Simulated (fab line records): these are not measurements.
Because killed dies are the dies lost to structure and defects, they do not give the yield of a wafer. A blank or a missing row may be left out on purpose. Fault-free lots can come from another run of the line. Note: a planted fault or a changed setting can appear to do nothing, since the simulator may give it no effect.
Which tool is to blame? ; flow nand harc ; 42 wafers from 14 lots sampled at 5 of the route's 1302 steps

== WHAT THE GAUGES READ, wafer by wafer ==
NHARC_A_ONON_D1_THK_MEAS_05: measures by ellipsometry.
lot;measured;on;thk nm (nm)
L355;day 7 16:55;film metro-01;999 999 999
L356;day 8 07:26;film metro-01;1009 1009 1007
L357;day 8 10:57;film metro-01;987 986 987
L358;day 9 03:08;film metro-01;987 987 986
L360;day 9 18:08;film metro-01;997 996 996
L361;day 10 07:40;film metro-02;1000 996 997
L363;day 11 03:11;film metro-01;996 996 995
L364;day 11 12:52;film metro-02;1000 1001 1002
L367;day 12 14:57;film metro-01;1005 1007 1006
L370;day 13 19:56;film metro-01;1001 1001 1001
L371;day 14 15:37;film metro-01;994 993 992
L374;day 15 21:02;film metro-02;996 998 996
L375;day 16 01:43;film metro-02;1009 1007 1010
L378;day 17 07:48;film metro-01;985 987 986

NHARC_A_ONON_D1_THK_MEAS_18: measures by ellipsometry.
lot;measured;on;thk nm (nm)
L355;day 8 02:16;film metro-01;1005 1006 1007
L356;day 8 17:20;film metro-01;994 994 994
L357;day 8 17:29;film metro-02;999 998 999
L358;day 9 12:43;film metro-02;1010 1007 1006
L360;day 10 03:40;film metro-02;995 996 996
L361;day 10 17:10;film metro-01;1000 1002 1001
L363;day 11 12:38;film metro-02;999 1000 999
L364;day 12 01:01;film metro-01;1000 999 997
L367;day 13 01:03;film metro-01;1005 1008 1006
L370;day 14 05:28;film metro-01;1009 1007 1009
L371;day 15 04:25;film metro-02;990 994 992
L374;day 16 06:29;film metro-01;1001 1000 1002
L375;day 16 11:16;film metro-02;1011 1014 1010
L378;day 17 17:17;film metro-02;996 997 995

NHARC_A_ONON_D1_THK_MEAS_21: measures by ellipsometry.
lot;measured;on;thk nm (nm)
L355;day 8 02:50;film metro-01;993 993 992
L356;day 8 17:55;film metro-01;996 997 996
L357;day 8 18:03;film metro-02;1008 1008 1009
L358;day 9 13:17;film metro-01;997 998 997
L360;day 10 04:13;film metro-02;1007 1008 1006
L361;day 10 17:43;film metro-01;996 996 995
L363;day 11 13:13;film metro-02;1001 997 1001
L364;day 12 01:35;film metro-01;986 988 988
L367;day 13 01:37;film metro-02;1436 1436 1438
L370;day 14 06:04;film metro-02;1424 1424 1424
L371;day 15 04:59;film metro-01;993 992 994
L374;day 16 07:04;film metro-01;1005 1004 1003
L375;day 16 11:50;film metro-02;991 994 993
L378;day 17 17:52;film metro-01;993 992 993

NHARC_END_SORT_01.
lot;measured;on;killed at array;killed at other;killed at periphery;killed dies;killed open;killed short
L367;day 29 12:43;prober-01;669 669 674;0 2 1;8 6 2;677 677 677;4 4 2;1 1 3

== WHICH TOOL RAN EACH LOT (tool, then ch and the chambers of the sampled wafers, then the start) ==
lot;NHARC_A_ONON_D1_DEP_19
L355;pecvd onon-02 ch 0, day 8 02:30
L356;pecvd onon-03 ch 0, day 8 17:23
L357;pecvd onon-04 ch 0, day 8 17:36
L358;pecvd onon-02 ch 0, day 9 12:46
L360;pecvd onon-02 ch 0, day 10 03:46
L361;pecvd onon-02 ch 0, day 10 17:16
L363;pecvd onon-02 ch 0, day 11 12:42
L364;pecvd onon-03 ch 0, day 12 01:08
L367;pecvd onon-02 ch 0, day 13 01:07
L370;pecvd onon-02 ch 0, day 14 05:35
L371;pecvd onon-04 ch 0, day 15 04:28
L374;pecvd onon-03 ch 0, day 16 06:36
L375;pecvd onon-04 ch 0, day 16 11:19
L378;pecvd onon-02 ch 0, day 17 17:25
- NHARC_A_ONON_D1_DEP_19: target thk 1000 nm.

== AS READ BY THE TOOLS THEMSELVES (means over the sampled wafers that have a number; for cases with no such wafer, the mark the record gives instead) ==
The record holds no such reading with a usual standard deviation.

== THE ANSWER, worked out from the rows above alone ==
Rule: what is usual is taken from the lots themselves. Put in order of their means at a reading, lots are off if they are a third of the lots or fewer, leave a main group of 4 or more, and stand apart from it by a gap of 3 or more times the standard deviation of the main group's means; of several such gaps the widest counts. Not used: any main group whose means are identical at the precision the tables above print for the reading. A lot without any number at a reading at which 4 lots or more have one is off too. All remaining lots with rows at the step are treated as sound. After the gauges, taken in route order, come the tools' own readings; for these a lot's mean is taken, as printed above. The first step at which some lot is off is used, and at that step the reading that is off furthest; a lot without a number counts as furthest.
Off, at NHARC_A_ONON_D1_THK_MEAS_21 on thk nm: L367, L370. The main group has a mean of 997 nm with a standard deviation of 6.1.
A tool fits if, at a process step before that reading, it ran every lot that is off, and no sound lot after the first of them. Those tools and the gauges at NHARC_A_ONON_D1_THK_MEAS_21 are tried in the same way. None of those tried fits.

== WHAT THE SIMULATOR HAD PUT IN ==
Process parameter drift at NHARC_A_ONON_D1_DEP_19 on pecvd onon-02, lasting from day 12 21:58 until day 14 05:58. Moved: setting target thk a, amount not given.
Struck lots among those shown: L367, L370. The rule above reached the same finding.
